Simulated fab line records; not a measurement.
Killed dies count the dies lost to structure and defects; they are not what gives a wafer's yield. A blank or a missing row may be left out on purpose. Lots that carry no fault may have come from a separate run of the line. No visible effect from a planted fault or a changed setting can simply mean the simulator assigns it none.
Comparing a struck lot with a sound one	flow n5Finfet	36 out of 1938 route steps
Sound: these wafers, L902.1, L902.4, L902.6. Struck: wafers L912.2, L912.6. The cause is given at the end.
Order at every step that has rows: each side's tool, ch and its chambers, its first start. Under that, the readings that differ: sound wafers	struck wafers	difference of the means	sigmas: that difference in standard deviations of wafers without a fault.
alike: same words and numbers on both sides, and readings whose means sit less than 2 such deviations apart. not compared: any withheld reading, any reading some wafer has no value for, any bound like >300 that may hide the same value, and any number with overlapping values for which the record gives no deviation.
Wherever a step has rows on one side only, a row that says differs or no value, or a row with sigmas, the two part there. Numbers that don't overlap but have no deviation are shown without sigmas and don't part them. A reading missing from all wafers of one side parts the sides only when that side holds two or more wafers.

first, 9 steps without rows for these wafers: N5_BEOL_M12_PRE_CLEAN_42 (time 30 s); N5_BEOL_M12_SPUTTER_43 (material TaN, target thk 15 nm, time 24.19 s); N5_BEOL_M12_SPUTTER_44 (material Ta, target thk 10 nm, time 16.13 s); N5_BEOL_M12_SPUTTER_45 (material Cu, target thk 80 nm, time 13.33 s); N5_BEOL_M12_ECD_47 (material Cu, target thk 720 nm); N5_BEOL_M12_ANNEAL_48 (time 90 s); N5_BEOL_M12_CMP_49 (polishes, stops on SiOC, t overpolish 20.6 s, target thk 320 nm); N5_BEOL_M12_PRE_CLEAN_52 (time 15 s); N5_BEOL_M12_DEP_53 (deposits SiCN from 3MS/NH3, target thk 30 nm, time 10.5 s).
N5_BEOL_M13_ILD_DEP_00: deposits SiOC from DEMS/O2, target thk 837.92 nm, time 166.4 s.
  sound on pecvd-02 ch 0,1,2, day 12 10:50; struck on pecvd-02 ch 1,2, day 14 17:37
reading	sound	struck	difference	sigmas
runLengthS (s)	211.2 211.0 211.8	146.5 147.4	-64.4	-99 or more
model.SiOC_of_BEOL_M13_ILD_DEP_00.thkNm (nm)	818.4 832.8 835.2	514.4 523.4	-309.9	
  alike: heaterPowerW, showerheadPlenumPTorr, throttleValvePct
N5_BEOL_M13_THK_MEAS_01:
  struck on filmMetro-01, day 14 17:46; sound on filmMetro-02, day 12 11:00
reading	sound	struck	difference	sigmas
M13_ILD_THK (nm)	819 833 835	514 523	-310	-33
then, 10 steps without rows for these wafers: N5_BEOL_M13_COAT_58 (time 60 s, resist thk 89 nm); N5_BEOL_M13_COAT_04 (resist thk 400 nm); N5_BEOL_M13_EBR_06; N5_BEOL_M13_SOFTBAKE_05 (time 60 s); N5_BEOL_M13_EXPOSE_07 (exposes mask V12); N5_BEOL_M13_PEB_08 (peb time 90 s); N5_BEOL_M13_DEVELOP_09 (develop time 45 s); N5_BEOL_M13_HARDBAKE_14 (time 120 s); N5_BEOL_M13_DESCUM_15 (chemistry O2, time 7.9 s); N5_BEOL_M13_ETCH_59 (etches BARC in N2/H2, target depth 89 nm, overetch 26.7 nm, time 67.9 s).
N5_BEOL_M13_VIA_ETCH_16: etches SiOC in C4F8/O2/Ar, target depth 921.7 nm.
  sound on rieDiel-02 ch 1,2,3, day 12 11:43; struck on rieDiel-02 ch 0, day 14 18:14
reading	sound	struck	difference	sigmas
throttleValvePct (%)	24.23 23.89 24.07	24.54 24.53	+0.47	+2
model.etch.depthNm (nm)	818.4 832.9 835.3	514.3 523.4	-310.0	
model.coat_of_BEOL_M13_COAT_04.thkNm (nm)	77.8 71.2 71.8	165.2 163.8	+90.9	
  alike: biasW, chamberPressureMTorr, drypumpMotorCurrentA, oesProductAu, rfVppV, showerheadPlenumPTorr
N5_BEOL_M13_STRIP_63: strips in N2/H2.
  sound on plasmaAsher-02 ch 0, day 12 11:57; struck on plasmaAsher-01 ch 0,1, day 14 18:28
reading	sound	struck	difference	sigmas
oesProductAu (a.u.)	0.677 0.675 0.666	0.702 0.701	+0.029	+6
stripTimeToEndpointS (s)	30.0 28.0 28.2	53.6 53.3	+24.7	+26
  alike: chamberPressureMTorr, drypumpMotorCurrentA, h2FlowSccm, heaterPowerW
  not compared: rfHoursCounterH
then, 12 steps without rows for these wafers: N5_BEOL_M13_STRIP_64 (strips in N2/H2); N5_BEOL_M13_STRIP_71 (strips in post etch residue remover, time 60 s); N5_BEOL_M13_SRD_72 (time 30 s, dry time 30 s); N5_BEOL_M13_COAT_65 (time 60 s, resist thk 350 nm); N5_BEOL_M13_COAT_66 (time 60 s, resist thk 110 nm); N5_BEOL_M13_COAT_22 (resist thk 300 nm); N5_BEOL_M13_EBR_24; N5_BEOL_M13_SOFTBAKE_23 (time 60 s); N5_BEOL_M13_EXPOSE_25 (exposes mask M13, target cd 210 nm); N5_BEOL_M13_PEB_26 (peb time 90 s); N5_BEOL_M13_DEVELOP_27 (develop time 45 s); N5_BEOL_M13_HARDBAKE_32 (time 120 s).
N5_BEOL_M13_CMP_49: polishes, stops on SiOC, t overpolish 17.1 s, target thk 420 nm.
  sound on cmp-04 ch 0,2, day 12 18:54; struck on cmp-04 ch 2,3, day 14 21:14
reading	sound	struck	difference	sigmas
model.SiOC_of_BEOL_M13_ILD_DEP_00.thkNm (nm)	759.6 775.8 776.8	455.6 466.2	-309.8	
  alike: motorCurrentA

## WHERE THEY PART
Last at N5_BEOL_M13_STRIP_63 as far as this record goes, first at N5_BEOL_M13_ILD_DEP_00. Later steps at which nothing parts them and some readings are alike: N5_BEOL_M13_CMP_49.

WHY: whatever the simulator had introduced
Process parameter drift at N5_BEOL_M13_ILD_DEP_00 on pecvd-02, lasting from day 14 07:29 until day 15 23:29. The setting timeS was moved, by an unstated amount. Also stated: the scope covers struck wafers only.
